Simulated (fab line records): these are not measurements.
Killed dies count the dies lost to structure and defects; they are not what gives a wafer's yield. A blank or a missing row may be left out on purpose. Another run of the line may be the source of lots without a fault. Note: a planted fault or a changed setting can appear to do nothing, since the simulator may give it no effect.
Chamber matching ; flow nand-harc ; NHARC_A_CONTACT_DEP_85 on pecvd-04: 3 sister chambers
The step deposits SiON, target thk 60 nm. 14 wafers are shown with their chamber, then 7 later ones without.

## WAFERS, EACH WITH ITS CHAMBER
wafer;chamber;heater-power-w (W)
L074.1;1;845
L074.2;2;907
L074.5;1;831
L085.1;2;871
L085.5;2;888
L085.6;0;817
L089.3;0;750
L089.4;0;771
L089.5;2;920
L090.1;1;865
L090.4;2;874
L090.6;0;625
L091.3;0;688
L091.5;1;835

SIGNATURES (means of the wafers above)
reading;chamber 0;chamber 1;chamber 2;scatter within a chamber
heater-power-w;730.20;844.00;892.00;47.6
Rule: a wafer's distance from a chamber is the root of the sum, over the readings, of the square of ((its reading less the chamber's mean) divided by the reading's scatter). If the next closest chamber is less than 2 further off than the closest, the wafer can't be placed; otherwise it belongs to the closest. The scatter: take each reading less its chamber's mean, square it, sum over the shown wafers, divide by the number of wafers less the number of chambers, and take the root.

## WAFERS WHOSE CHAMBER IS MISSING
wafer;heater-power-w (W)
L091.6;740
L092.1;730
L092.5;833
L092.6;718
L096.1;922
L096.3;650
L096.6;914

## WHICH CHAMBER EACH WENT THROUGH
wafer;from the rows above;in truth
L091.6;can't be placed: 0 or 1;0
L092.1;0;0
L092.5;can't be placed: 1 or 2 or 0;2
L092.6;0;0
L096.1;can't be placed: 2 or 1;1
L096.3;0;0
L096.6;can't be placed: 2 or 1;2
Correctly placed: 3 of 7. From these rows, 4 cannot be placed; in 4 the true chamber is one of the candidates. Wrongly placed: 0.
